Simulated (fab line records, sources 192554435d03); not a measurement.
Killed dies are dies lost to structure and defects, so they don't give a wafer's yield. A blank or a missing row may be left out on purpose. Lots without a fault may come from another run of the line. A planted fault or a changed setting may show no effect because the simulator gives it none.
fab line records | flow n5_finfet
record lots=24 wafers=72 last_day=21
route steps=1938 shown BEOL_M15@1805 MIM_TOP_LITHO@1847 MIM_BOT_ETCH@1867
lots that met no fault: from a run of the same line without faults
start_h: hours from the record's first day to the start of the lot's first wafer shown | wait_h: hours since the lot's step before | " the same as in the row above | L1.1+2: a row that stands for several wafers | - no value, or no start given | * or withheld: withheld | < > ~ a bound
route shown NAME@n: a module of which the file shows steps, and the number in the route of the first | usual: mean/standard deviation of fault-free wafers | same: alike in all rows | chamber/n: place in a boat | sites: the reading at each site | _std_site: their standard deviation | _edge_site: outer sites' mean less inner sites' | radius_mm: how far each site lies from the wafer's centre | mask NAME#n: copy n | behind: the tool/chamber that last shaped the wafer | hold: why the lot was held/for how many hours/how that ended | device: the transistor (n, p or np) that didn't switch | end of line: the same wafers' tests at the end of the route | a step without rows: its recipe alone | killed: dies lost to structure and defects at the first sort, not the wafer's yield | map: a wafer's dies, x killed, . not, _ none there
set.NAME: the setting as run; set.NAME@STEP: as run at that earlier step | model.NAME: the simulator's own value behind a step, which no gauge read
steps of the route over a sample of lots; a table a step, a row a wafer
services: from which hour (start_h, from the record's first day; less than 0 if before it) a tool's chamber was out of use, for how many hours, and why
## steps
# step N5_BEOL_M15_OVL_MEAS_29
# recipe points_per_wafer=44
# usual M15_OVL=-5/5.8
# columns lot.wafer tool chamber start_h wait_h M15_OVL[nm]
L074.1 overlay-01 0 333.29 0.0 -10
L074.4 " 0 " " -3
L074.6 " 0 " " -4
L077.2 overlay-02 0 347.94 0.0 -3
L077.3 " 0 " " -5
L077.5 " 0 " " 3
L075.2 overlay-02 0 350.53 0.0 -3
L075.3 " 0 " " 1
L075.4 " 0 " " -5
L076.2 overlay-01 0 354.76 0.0 -8
L076.4 " 0 " " -14
L076.6 " 0 " " -10
L078.2 overlay-02 0 362.04 0.0 -3
L078.4 " 0 " " 0
L078.5 " 0 " " -8
L080.2 overlay-02 0 374.42 0.0 1
L080.4 " 0 " " 6
L080.5 " 0 " " 5
L082.3 overlay-02 0 385.45 0.0 -8
L082.4 " 0 " " -6
L082.6 " 0 " " -7
L079.4 overlay-02 0 388.91 0.0 -13
L079.5 " 0 " " -6
L079.6 " 0 " " -10
L086.2 overlay-02 0 405.61 0.0 -12
L086.3 " 0 " " 0
L086.4 " 0 " " -1
L081.3 overlay-01 0 409.55 0.0 -2
L081.5 " 0 " " -1
L081.6 " 0 " " -3
L083.2 overlay-02 0 415.38 0.0 -14
L083.3 " 0 " " 0
L083.6 " 0 " " -8
L084.1 overlay-01 0 416.06 0.0 7
L084.4 " 0 " " 7
L084.5 " 0 " " -7
L090.3 overlay-02 0 427.62 0.0 -3
L090.4 " 0 " " -4
L090.6 " 0 " " -16
L085.2 overlay-02 0 429.86 0.0 -7
L085.3 " 0 " " -11
L085.4 " 0 " " -6
L089.1 overlay-02 0 449.47 0.0 -1
L089.2 " 0 " " -1
L089.4 " 0 " " -8
L087.1 overlay-02 0 449.62 0.0 -5
L087.2 " 0 " " -14
L087.6 " 0 " " 0
L088.2 overlay-02 0 451.70 0.0 -3
L088.5 " 0 " " -11
L088.6 " 0 " " -14
L091.3 overlay-02 0 452.48 0.0 -6
L091.4 " 0 " " 0
L091.5 " 0 " " -12
L096.1 overlay-02 0 461.41 0.0 -11
L096.2 " 0 " " -5
L096.5 " 0 " " -9
L092.2 overlay-02 0 465.78 0.0 -5
L092.3 " 0 " " -14
L092.5 " 0 " " -14
L094.2 overlay-02 0 466.28 0.0 -12
L094.3 " 0 " " -16
L094.4 " 0 " " -10
L093.2 overlay-02 0 472.55 0.0 6
L093.3 " 0 " " -5
L093.6 " 0 " " -4
L095.1 overlay-02 0 473.40 0.0 -7
L095.2 " 0 " " -4
L095.6 " 0 " " -3
L097.4 overlay-02 0 485.05 0.0 -9
L097.5 " 0 " " -11
L097.6 " 0 " " -11
# step N5_BEOL_M15_INSPECT_30
# recipe mode=adi inspect_instrument=macro
# usual raw_defect_count=2.1/1.3
# columns lot.wafer tool chamber start_h wait_h raw_defect_count
L074.1 defect_inspect-01 - 333.31 0.0 2
L074.4 " - " " 2
L074.6 " - " " 3
L077.2 defect_inspect-01 - 347.97 0.0 3
L077.3 " - " " 4
L077.5 " - " " 3
L075.2 defect_inspect-02 - 350.55 0.0 2
L075.3 " - " " 4
L075.4 " - " " 1
L076.2 defect_inspect-02 - 354.78 0.0 2
L076.4 " - " " 1
L076.6 " - " " 1
L078.2 defect_inspect-01 - 362.06 0.0 4
L078.4 " - " " 3
L078.5 " - " " 5
L080.2 defect_inspect-02 - 374.44 0.0 1
L080.4 " - " " 1
L080.5 " - " " 2
L082.3 defect_inspect-02 - 385.48 0.0 4
L082.4 " - " " 1
L082.6 " - " " 1
L079.4 defect_inspect-01 - 388.94 0.0 0
L079.5 " - " " 1
L079.6 " - " " 2
L086.2 defect_inspect-01 - 405.64 0.0 4
L086.3 " - " " 3
L086.4 " - " " 0
L081.3 defect_inspect-01 - 409.58 0.0 3
L081.5 " - " " 3
L081.6 " - " " 3
L083.2 defect_inspect-02 - 415.41 0.0 3
L083.3 " - " " 2
L083.6 " - " " 0
L084.1 defect_inspect-01 - 416.09 0.0 3
L084.4 " - " " 2
L084.5 " - " " 4
L090.3 defect_inspect-02 - 427.65 0.0 2
L090.4 " - " " 3
L090.6 " - " " 0
L085.2 defect_inspect-02 - 429.88 0.0 1
L085.3 " - " " 2
L085.4 " - " " 2
L089.1 defect_inspect-01 - 449.49 0.0 2
L089.2 " - " " 0
L089.4 " - " " 1
L087.1 defect_inspect-01 - 449.64 0.0 1
L087.2 " - " " 2
L087.6 " - " " 1
L088.2 defect_inspect-02 - 451.73 0.0 2
L088.5 " - " " 5
L088.6 " - " " 4
L091.3 defect_inspect-01 - 452.51 0.0 0
L091.4 " - " " 3
L091.5 " - " " 1
L096.1 defect_inspect-01 - 461.43 0.0 0
L096.2 " - " " 2
L096.5 " - " " 4
L092.2 defect_inspect-02 - 465.81 0.0 3
L092.3 " - " " 3
L092.5 " - " " 2
L094.2 defect_inspect-01 - 466.30 0.0 0
L094.3 " - " " 1
L094.4 " - " " 1
L093.2 defect_inspect-01 - 472.57 0.0 2
L093.3 " - " " 1
L093.6 " - " " 3
L095.1 defect_inspect-01 - 473.42 0.0 0
L095.2 " - " " 3
L095.6 " - " " 1
L097.4 defect_inspect-02 - 485.07 0.0 0
L097.5 " - " " 1
L097.6 " - " " 3
# step N5_BEOL_M15_DESCUM_33
# recipe chemistry=O2 time_s=7.9 source_power_w=50 bias_power_w=20 pressure_mtorr=20 rf_frequency_hz=2.712e+07 temp_c=40 o2_flow_sccm=225
# usual drypump_motor_current_A=5.6/0.43 oes_product_au=0.80/0.09 rf_vpp_V=243.4/1.4 showerhead_plenum_p_Torr=2.11/0.084 throttle_valve_pct=20.37/0.25
# columns lot.wafer tool chamber start_h wait_h drypump_motor_current_A oes_product_au rf_hours_counter_h rf_vpp_V showerhead_plenum_p_Torr throttle_valve_pct
L074.1 rie_diel-06 1 333.86 0.5 5.6 0.76 129 244.7 2.19 20.26
L074.4 " 3 " " 6.1 0.87 48 241.0 2.12 20.35
L074.6 " 0 " " 5.8 0.75 - 242.9 2.06 20.47
L077.2 rie_diel-06 1 348.00 0.0 5.6 0.75 135 245.5 2.19 20.28
L077.3 " 2 " " 5.5 0.95 9 241.8 2.04 19.85
L077.5 " 1 " " 5.6 0.76 - 245.0 2.19 20.28
L075.2 rie_diel-06 0 350.79 0.2 5.8 0.75 176 242.4 2.05 20.46
L075.3 " 2 " " 5.5 0.94 10 242.3 2.04 19.84
L075.4 " 3 " " 6.1 0.87 54 243.9 2.12 20.37
L076.2 rie_diel-05 0 354.92 0.1 5.0 0.69 222 239.8 1.99 20.72
L076.4 " 3 " " 5.8 0.69 - 242.4 1.97 20.30
L076.6 " 0 " " 5.0 0.69 - 241.5 1.99 20.71
L078.2 rie_diel-02 1 362.10 0.0 6.4 0.76 135 244.8 2.21 20.53
L078.4 " 2 " " 5.0 0.93 11 242.5 2.15 20.23
L078.5 " 0 " " 4.8 0.90 - 244.1 2.23 20.75
L080.2 rie_diel-02 0 374.48 0.0 4.8 0.89 36 245.2 2.23 20.73
L080.4 " 3 " " 5.7 0.79 135 241.4 2.00 20.70
L080.5 " 1 " " 6.4 0.76 - 245.0 2.21 20.53
L082.3 rie_diel-05 2 385.53 0.0 6.1 0.73 188 243.9 2.17 20.37
L082.4 " 3 " " 5.8 0.67 224 240.5 1.97 20.32
L082.6 " 1 " " 5.6 0.97 - 243.6 2.11 20.04
L079.4 rie_diel-06 2 389.40 0.5 5.5 0.93 20 242.6 2.04 19.86
L079.5 " 1 " " 5.6 0.75 - 244.5 2.19 20.30
L079.6 " 0 " " 5.8 0.73 - 243.2 2.05 20.47
L086.2 rie_diel-05 1 405.80 0.2 5.5 0.92 7 244.2 2.11 20.05
L086.3 " 2 " " 6.1 0.71 195 244.5 2.16 20.39
L086.4 " 3 " " 5.7 0.68 231 243.7 1.97 20.33
L081.3 rie_diel-02 1 409.61 0.0 6.4 0.76 146 243.8 2.21 20.53
L081.5 " 2 " " 5.0 0.91 - 242.3 2.14 20.23
L081.6 " 1 " " 6.4 0.76 - 244.0 2.21 20.58
L083.2 rie_diel-06 2 415.51 0.1 5.6 0.91 29 242.9 2.03 19.87
L083.3 " 3 " " 6.1 0.84 74 242.8 2.11 20.38
L083.6 " 3 " " 6.1 0.84 - 244.2 2.11 20.39
L084.1 rie_diel-02 0 416.12 0.0 4.9 0.87 47 245.0 2.23 20.76
L084.4 " 3 " " 5.7 0.78 147 241.8 1.99 20.70
L084.5 " 3 " " 5.7 0.78 - 242.1 1.99 20.71
L090.3 rie_diel-02 1 427.68 0.0 6.4 0.76 152 244.8 2.21 20.55
L090.4 " 3 " " 5.7 0.79 150 241.8 1.99 20.72
L090.6 " 0 " " 4.8 0.87 - 244.3 2.23 20.77
L085.2 rie_diel-05 2 429.91 0.0 6.1 0.71 202 245.9 2.16 20.42
L085.3 " 3 " " 5.7 0.67 239 243.8 1.96 20.34
L085.4 " 1 " " 5.6 0.90 15 244.0 2.11 20.07
L089.1 rie_diel-06 1 449.88 0.4 5.6 0.72 164 243.4 2.18 20.34
L089.2 " 0 " " 5.8 0.72 202 241.5 2.04 20.51
L089.4 " 3 " " 6.0 0.83 85 245.1 2.10 20.39
L087.1 rie_diel-06 2 450.12 0.5 5.5 0.90 34 242.7 2.03 19.89
L087.2 " 0 " " 5.8 0.73 202 243.1 2.04 20.51
L087.6 " 0 " " 5.8 0.72 - 242.6 2.04 20.52
L088.2 rie_diel-02 0 452.75 1.0 4.8 0.86 59 245.7 2.22 20.78
L088.5 " 3 " " 5.7 0.77 - 242.8 1.99 20.72
L088.6 " 2 " " 5.0 0.88 - 244.1 2.14 20.25
L091.3 rie_diel-06 3 453.13 0.6 6.1 0.83 86 244.0 2.10 20.40
L091.4 " 2 " " 5.6 0.89 35 241.6 2.03 19.87
L091.5 " 1 " " 5.6 0.72 - 245.3 2.18 20.33
L096.1 rie_diel-05 2 461.48 0.0 6.1 0.71 214 246.1 2.16 20.41
L096.2 " 3 " " 5.7 0.66 251 241.9 1.96 20.36
L096.5 " 1 " " 5.6 0.88 - 243.0 2.10 20.08
L092.2 rie_diel-06 0 465.87 0.1 5.8 0.72 207 241.4 2.04 20.52
L092.3 " 2 " " 5.6 0.89 40 242.1 2.03 19.89
L092.5 " 2 " " 5.5 0.89 - 242.7 2.03 19.89
L094.2 rie_diel-05 1 466.41 0.1 5.6 0.88 30 245.2 2.10 20.10
L094.3 " 2 " " 6.1 0.71 217 243.2 2.16 20.41
L094.4 " 2 " " 6.1 0.70 - 244.6 2.16 20.43
L093.2 rie_diel-05 1 472.61 0.0 5.5 0.86 32 244.2 2.10 20.12
L093.3 " 2 " " 6.1 0.69 219 244.5 2.16 20.43
L093.6 " 1 " " 5.5 0.86 - 243.3 2.10 20.10
L095.1 rie_diel-06 1 473.49 0.1 5.5 0.72 173 244.8 2.18 20.34
L095.2 " 0 " " 5.8 0.72 209 242.6 2.04 20.52
L095.6 " 3 " " 6.1 0.83 - 243.4 2.10 20.42
L097.4 rie_diel-02 2 485.58 0.5 5.0 0.85 52 242.0 2.13 20.28
L097.5 " 2 " " 5.0 0.85 - 244.4 2.13 20.30
L097.6 " 3 " " 5.7 0.76 - 240.7 1.99 20.75
# step N5_BEOL_M15_SPUTTER_43
# recipe material=TaN target_thk_a=150 temp_c=50 bias_v=168.6 power_w=15000 chamber_pressure_pa=0.12 time_s=24.19
# usual chamber_pressure_pa=0.11999/0.00023 throttle_valve_pct=29.9/0.68
# columns lot.wafer tool chamber start_h wait_h chamber_pressure_pa throttle_valve_pct
L074.1 pvd_sputter-01 - 341.47 0.0 0.12017 29.4
L074.4 " - " " 0.12003 31.1
L074.6 " - " " 0.11996 29.4
L077.2 pvd_sputter-01 - 349.39 0.0 0.11985 29.3
L077.3 " - " " 0.1201 29.9
L077.5 " - " " 0.11991 29.8
L075.2 pvd_sputter-01 - 354.40 0.0 0.11997 30.8
L075.3 " - " " 0.11991 29.3
L075.4 " - " " 0.12029 29.9
L076.2 pvd_sputter-02 - 355.66 0.0 0.11982 29.9
L076.4 " - " " 0.12012 29.7
L076.6 " - " " 0.11997 30.6
L078.2 pvd_sputter-01 - 362.83 0.0 0.11965 29.7
L078.4 " - " " 0.12007 29.0
L078.5 " - " " 0.12011 31.1
L080.2 pvd_sputter-01 - 377.81 0.0 0.1202 29.6
L080.4 " - " " 0.1199 29.9
L080.5 " - " " 0.11987 29.4
L082.3 pvd_sputter-02 - 389.78 0.0 0.11992 29.6
L082.4 " - " " 0.1201 29.4
L082.6 " - " " 0.1198 29.9
L079.4 pvd_sputter-02 - 392.16 0.0 0.11995 30.5
L079.5 " - " " 0.11986 29.7
L079.6 " - " " 0.11947 29.9
L086.2 pvd_sputter-03 - 407.00 0.0 0.11993 30.4
L086.3 " - " " 0.11991 31.1
L086.4 " - " " 0.1198 28.7
L081.3 pvd_sputter-03 - 410.44 0.0 0.12002 28.5
L081.5 " - " " 0.11958 28.9
L081.6 " - " " 0.12004 29.6
L083.2 pvd_sputter-01 - 418.57 0.0 0.12007 30.0
L083.3 " - " " 0.12034 30.8
L083.6 " - " " 0.11981 31.1
L084.1 pvd_sputter-03 - 418.73 0.0 0.12015 28.7
L084.4 " - " " 0.12013 30.4
L084.5 " - " " 0.12013 31.0
L090.3 pvd_sputter-01 - 428.85 0.0 0.1203 29.4
L090.4 " - " " 0.11983 29.4
L090.6 " - " " 0.12017 29.4
L085.2 pvd_sputter-03 - 434.33 0.0 0.11977 29.0
L085.3 " - " " 0.12026 30.3
L085.4 " - " " 0.11999 29.3
L089.1 pvd_sputter-01 - 451.52 0.0 0.12009 31.0
L089.2 " - " " 0.11994 29.5
L089.4 " - " " 0.11929 29.3
L087.1 pvd_sputter-02 - 452.08 0.0 0.1201 29.9
L087.2 " - " " 0.12008 30.7
L087.6 " - " " 0.1196 30.2
L088.2 pvd_sputter-01 - 454.88 0.0 0.11998 30.8
L088.5 " - " " 0.1196 29.8
L088.6 " - " " 0.12009 31.2
L091.3 pvd_sputter-02 - 454.92 0.0 0.12015 29.6
L091.4 " - " " 0.11978 29.4
L091.5 " - " " 0.12035 29.5
L096.1 pvd_sputter-03 - 462.72 0.0 0.11982 28.8
L096.2 " - " " 0.12007 30.3
L096.5 " - " " 0.11961 31.3
L092.2 pvd_sputter-02 - 474.62 0.0 0.12011 29.4
L092.3 " - " " 0.11967 30.6
L092.5 " - " " 0.11977 29.4
L094.2 pvd_sputter-03 - 478.39 0.0 0.12014 28.8
L094.3 " - " " 0.11967 30.1
L094.4 " - " " 0.1197 31.3
L093.2 pvd_sputter-02 - 478.58 0.0 0.11969 29.7
L093.3 " - " " 0.11986 29.7
L093.6 " - " " 0.11993 30.5
L095.1 pvd_sputter-02 - 479.04 0.0 0.12005 30.6
L095.2 " - " " 0.12014 29.8
L095.6 " - " " 0.12 29.9
L097.4 pvd_sputter-02 - 489.92 0.0 0.11987 29.6
L097.5 " - " " 0.11987 30.5
L097.6 " - " " 0.12004 29.6
# step N5_MIM_TOP_LITHO_CD_MEAS_08
# recipe target_cd_nm=2000 landing_energy_ev=500 detector=se_inlens
# usual cd_nm=2001.2/2.1
# same landing_energy_ev=500
# columns lot.wafer tool chamber start_h wait_h cd_nm
L074.1 cd_sem-02 0 346.33 - 2002.5
L074.4 " 0 " " 2000.8
L074.6 " 0 " " 1999.4
L077.2 cd_sem-02 0 354.73 - 1999.9
L077.3 " 0 " " 2002.3
L077.5 " 0 " " 2003.0
L075.2 cd_sem-03 0 359.15 - 1999.0
L075.3 " 0 " " 2000.5
L075.4 " 0 " " 1997.2
L076.2 cd_sem-03 0 359.46 - 2003.7
L076.4 " 0 " " 1998.9
L076.6 " 0 " " 2004.2
L078.2 cd_sem-02 0 366.18 - 2000.7
L078.4 " 0 " " 2003.8
L078.5 " 0 " " 2002.9
L080.2 cd_sem-03 0 382.73 - 2002.4
L080.4 " 0 " " 1998.9
L080.5 " 0 " " 1997.0
L082.3 cd_sem-03 0 394.00 - 2003.2
L082.4 " 0 " " 2004.9
L082.6 " 0 " " 2005.7
L079.4 cd_sem-02 0 399.45 - 2000.8
L079.5 " 0 " " 2001.7
L079.6 " 0 " " 2001.5
L086.2 cd_sem-02 0 411.51 - 1999.5
L086.3 " 0 " " 2001.3
L086.4 " 0 " " 2001.1
L081.3 cd_sem-02 0 417.93 - 1999.0
L081.5 " 0 " " 2003.0
L081.6 " 0 " " 2000.6
L083.2 cd_sem-01 0 425.24 - 2002.9
L083.3 " 0 " " 2002.6
L083.6 " 0 " " 2003.9
L084.1 cd_sem-02 0 425.82 - 2000.4
L084.4 " 0 " " 2001.3
L084.5 " 0 " " 2000.5
L090.3 cd_sem-02 0 435.25 - 2001.6
L090.4 " 0 " " 2004.2
L090.6 " 0 " " 2002.3
L085.2 cd_sem-02 0 440.05 - 2001.7
L085.3 " 0 " " 1999.9
L085.4 " 0 " " 2002.3
L089.1 cd_sem-02 0 457.26 - 2000.2
L089.2 " 0 " " 2001.0
L089.4 " 0 " " 2000.3
L087.1 cd_sem-02 0 457.72 - 2000.9
L087.2 " 0 " " 1997.5
L087.6 " 0 " " 1999.0
L088.2 cd_sem-02 0 459.07 - 1998.8
L088.5 " 0 " " 2000.4
L088.6 " 0 " " 1997.8
L091.3 cd_sem-02 0 461.54 - 2002.6
L091.4 " 0 " " 2002.2
L091.5 " 0 " " 2001.7
L096.1 cd_sem-02 0 468.88 - 2006.1
L096.2 " 0 " " 2004.5
L096.5 " 0 " " 2002.4
L092.2 cd_sem-01 0 479.51 - 2002.4
L092.3 " 0 " " 2003.1
L092.5 " 0 " " 2002.4
L094.2 cd_sem-01 0 484.71 - 1999.7
L094.3 " 0 " " 1999.3
L094.4 " 0 " " 2000.1
L093.2 cd_sem-01 0 484.91 - 2001.9
L093.3 " 0 " " 2000.2
L093.6 " 0 " " 2002.3
L095.1 cd_sem-03 0 485.40 - 2003.1
L095.2 " 0 " " 2002.2
L095.6 " 0 " " 1999.7
L097.4 cd_sem-02 0 495.12 - 2003.8
L097.5 " 0 " " 2001.7
L097.6 " 0 " " 2001.5
# step N5_MIM_BOT_ETCH_ETCH_03
# recipe chemistry=Cl2/BCl3 target_depth_a=120 pressure_mtorr=8 icp_w=800 bias_w=100 Cl2_flow_sccm=20 bcl3_flow_sccm=80
# usual drypump_motor_current_A=6.1/0.42 oes_product_au=0.84/0.06 throttle_valve_pct=27.38/0.22
# columns lot.wafer tool chamber start_h wait_h drypump_motor_current_A oes_product_au rf_hours_counter_h throttle_valve_pct
L074.1 rie_metal-03 0 347.34 0.1 6.2 0.87 19 27.52
L074.4 " 1 " " 5.6 0.69 - 27.07
L074.6 " 1 " " 5.6 0.68 - 27.06
L077.2 rie_metal-02 0 356.03 0.1 6.6 0.88 14 27.24
L077.3 " 0 " " 6.6 0.89 - 27.25
L077.5 " 0 " " 6.6 0.89 - 27.25
L075.2 rie_metal-02 0 360.15 0.1 6.6 0.89 14 27.27
L075.3 " 0 " " 6.6 0.90 - 27.26
L075.4 " 1 " " 5.8 0.82 - 27.28
L076.2 rie_metal-02 1 360.57 0.1 5.7 0.82 26 27.29
L076.4 " 1 " " 5.7 0.82 - 27.28
L076.6 " 0 " " 6.6 0.89 - 27.23
L078.2 rie_metal-01 1 367.28 0.1 6.8 0.91 11 27.87
L078.4 " 0 " " 6.0 0.83 - 27.43
L078.5 " 0 " " 6.0 0.83 - 27.42
L080.2 rie_metal-02 0 383.83 0.1 6.6 0.89 17 27.26
L080.4 " 0 " " 6.6 0.88 - 27.27
L080.5 " 1 " " 5.7 0.82 - 27.30
L082.3 rie_metal-03 0 395.34 0.1 6.2 0.85 - 27.53
L082.4 " 1 " " 5.6 0.68 - 27.06
L082.6 " 0 " " 6.2 0.85 - 27.52
L079.4 rie_metal-03 1 401.33 0.1 5.6 0.67 - 27.09
L079.5 " 0 " " 6.2 0.84 - 27.55
L079.6 " 1 " " 5.5 0.67 - 27.07
L086.2 rie_metal-02 0 412.79 0.1 6.6 0.86 19 27.26
L086.3 " 0 " " 6.6 0.86 - 27.26
L086.4 " 1 " " 5.7 0.80 - 27.30
L081.3 rie_metal-01 1 419.18 0.1 6.7 0.89 - 27.89
L081.5 " 1 " " 6.7 0.88 - 27.87
L081.6 " 0 " " 6.1 0.83 - 27.43
L083.2 rie_metal-01 1 426.85 0.1 6.7 0.87 16 27.88
L083.3 " 0 " " 6.0 0.83 - 27.43
L083.6 " 0 " " 6.0 0.83 - 27.43
L084.1 rie_metal-02 1 427.07 0.1 5.7 0.81 32 27.28
L084.4 " 1 " " 5.7 0.80 - 27.30
L084.5 " 1 " " 5.7 0.81 - 27.31
L090.3 rie_metal-02 0 436.67 0.1 6.6 0.87 - 27.28
L090.4 " 1 " " 5.7 0.80 - 27.30
L090.6 " 1 " " 5.7 0.80 - 27.30
L085.2 rie_metal-03 1 441.38 0.1 5.6 0.97 2 27.13
L085.3 " 0 " " 6.2 0.84 - 27.56
L085.4 " 1 " " 5.6 0.97 - 27.12
L089.1 rie_metal-02 0 458.61 0.1 6.6 0.85 23 27.28
L089.2 " 1 " " 5.7 0.80 35 27.31
L089.4 " 1 " " 5.7 0.80 - 27.30
L087.1 rie_metal-03 0 458.83 0.1 6.2 0.83 29 27.54
L087.2 " 1 " " 5.6 0.96 4 27.13
L087.6 " 1 " " 5.6 0.95 - 27.14
L088.2 rie_metal-03 1 460.29 0.1 5.6 0.95 4 27.15
L088.5 " 0 " " 6.2 0.84 - 27.54
L088.6 " 1 " " 5.6 0.95 - 27.15
L091.3 rie_metal-02 0 462.86 0.1 6.6 0.85 - 27.27
L091.4 " 1 " " 5.7 0.80 - 27.33
L091.5 " 1 " " 5.7 0.80 - 27.31
L096.1 rie_metal-02 1 469.93 0.1 5.7 0.80 37 27.31
L096.2 " 0 " " 6.6 0.85 25 27.28
L096.5 " 1 " " 5.7 0.80 - 27.30
L092.2 rie_metal-01 0 480.63 0.1 6.0 0.80 31 27.44
L092.3 " 0 " " 6.0 0.80 - 27.45
L092.5 " 1 " " 6.7 0.86 - 27.90
L094.2 rie_metal-01 1 485.96 0.1 6.7 0.86 22 27.89
L094.3 " 0 " " 6.0 0.81 - 27.44
L094.4 " 1 " " 6.7 0.86 - 27.91
L093.2 rie_metal-03 1 486.21 0.1 5.6 0.93 6 27.16
L093.3 " 0 " " 6.2 0.82 - 27.55
L093.6 " 0 " " 6.2 0.82 - 27.57
L095.1 rie_metal-03 0 486.62 0.1 6.2 0.83 32 27.55
L095.2 " 1 " " 5.6 0.93 7 27.15
L095.6 " 0 " " 6.2 0.82 - 27.56
L097.4 rie_metal-02 1 496.42 0.1 5.7 0.79 - 27.31
L097.5 " 1 " " 5.7 0.78 - 27.32
L097.6 " 0 " " 6.6 0.83 - 27.28
## services
# columns tool chamber start_h hours kind
rie_diel-02 2 317.30 - clean
rie_diel-02 2 317.30 - consumable_replace:focus_ring
rie_diel-02 2 317.30 12.3 scheduled_down
rie_diel-02 2 317.30 12.3 vent_cycle
rie_metal-02 0 324.89 7.6 repair
rie_diel-05 0 344.40 2.8 repair
rie_diel-05 1 347.18 - clean
rie_diel-05 1 347.18 - consumable_replace:esc
rie_diel-05 1 347.18 - consumable_replace:focus_ring
rie_diel-05 1 347.18 37.7 scheduled_down
rie_diel-05 1 347.18 37.7 vent_cycle
rie_diel-02 1 367.74 5.0 repair
rie_diel-06 0 401.30 8.8 repair
rie_metal-03 1 402.05 - clean
rie_metal-03 1 402.05 14.9 scheduled_down
rie_metal-03 1 402.05 14.9 vent_cycle
rie_diel-06 0 411.47 6.5 repair
rie_diel-02 2 417.51 2.8 repair
rie_diel-06 2 431.53 15.6 repair
rie_diel-05 0 444.10 - clean
rie_diel-05 0 444.10 - consumable_replace:focus_ring
rie_diel-05 0 444.10 - consumable_replace:showerhead
pvd_sputter-02 - 472.31 0.6 repair
pvd_sputter-01 - 481.99 1.0 repair
## key
fault none
